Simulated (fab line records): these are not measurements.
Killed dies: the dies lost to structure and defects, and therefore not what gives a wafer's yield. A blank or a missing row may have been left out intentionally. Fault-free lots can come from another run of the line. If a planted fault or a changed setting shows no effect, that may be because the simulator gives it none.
Chamber matching | flow n5-finfet | N5_BEOL_M7_ETCH_61 on rie-diel-04 has 4 sister chambers
The step etches SiARC in CF4, target depth 45.5 nm, time 75.8 s. 8 wafers are shown with their chamber, then 7 later ones without.

## WAFERS PAIRED WITH THEIR CHAMBERS
wafer  | chamber | drypump-motor-current-A (A) | throttle-valve-pct (%)
L076.6 | 1       | 6.4                         | 15.65
L078.5 | 3       | 5.4                         | 15.34
L079.1 | 3       | 5.4                         | 15.35
L079.6 | 2       | 5.3                         | 15.28
L085.3 | 2       | 5.3                         | 15.29
L085.6 | 1       | 6.5                         | 15.67
L089.4 | 0       | 5.4                         | 15.59
L089.5 | 0       | 5.4                         | 15.59

## WAFERS MISSING THEIR CHAMBER
wafer  | drypump-motor-current-A (A) | throttle-valve-pct (%)
L089.6 | 5.4                         | 15.39
L095.1 | 5.4                         | 15.41
L095.2 | 6.4                         | 15.72
L095.3 | 5.4                         | 15.61
L094.2 | 5.4                         | 15.40
L094.4 | 5.2                         | 15.31
L094.5 | 6.4                         | 15.70

## WHICH CHAMBER EACH ONE RAN IN
wafer  | from the rows above | in truth
L089.6 | 3                   | 3
L095.1 | 3                   | 3
L095.2 | 1                   | 1
L095.3 | 0                   | 0
L094.2 | 3                   | 3
L094.4 | 2                   | 2
L094.5 | 1                   | 1
Correctly placed: 7 of 7. From these rows, 0 cannot be placed. Number placed wrongly: 0.
How it was worked out, from the rows above alone: a wafer's distance from a chamber is the root of the sum, over the readings, of the square of ((its reading less the chamber's mean) divided by the reading's scatter). If the next closest chamber is less than 2 further off than the closest, the wafer can't be placed; otherwise it belongs to the closest. Each chamber's mean is taken over the wafers shown for it. The scatter: the root of (the sum of the squares of (reading less its chamber's mean) over the shown wafers, divided by (wafers less chambers)).
